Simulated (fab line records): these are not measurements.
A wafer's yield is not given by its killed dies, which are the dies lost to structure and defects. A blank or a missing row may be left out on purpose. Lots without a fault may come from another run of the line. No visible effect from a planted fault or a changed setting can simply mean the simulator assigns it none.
Chamber matching	flow n5 finfet	cvd co-01 running N5_BEOL_M0_PRE_CLEAN_131: 3 sister chambers
The step time 15 s. 6 wafers are shown with their chamber, then 12 later ones without.

== WAFERS, EACH WITH ITS CHAMBER ==
wafer	chamber	heater power w (W)
L091.4	2	76
L093.3	1	86
L093.6	2	74
L094.1	0	93
L094.2	1	84
L094.4	0	94

== WAFERS MISSING THEIR CHAMBER ==
wafer	heater power w (W)
L095.4	94
L095.5	84
L095.6	74
L096.1	93
L096.3	73
L096.5	84
L097.1	93
L097.2	75
L097.3	86
L097.4	85
L097.5	94
L097.6	75

== CHAMBER TAKEN BY EACH ==
wafer	from the rows above	in truth
L095.4	0	0
L095.5	1	1
L095.6	2	2
L096.1	0	0
L096.3	2	2
L096.5	1	1
L097.1	0	0
L097.2	2	2
L097.3	1	1
L097.4	1	1
L097.5	0	0
L097.6	2	2
Correct placement for 12 of the 12. From these rows, 0 cannot be placed. Number placed wrongly: 0.
How it was worked out, from the rows above alone: a wafer's distance from a chamber is the root of the sum, over the readings, of the square of ((its reading less the chamber's mean) divided by the reading's scatter). The wafer belongs to the nearest chamber; if the next one is less than 2 further off, it can't be placed. The mean given for a chamber averages the wafers shown for that chamber. The scatter is the square root of a quotient: the sum, over the shown wafers, of each reading's squared deviation from its chamber's mean, divided by wafers minus chambers.
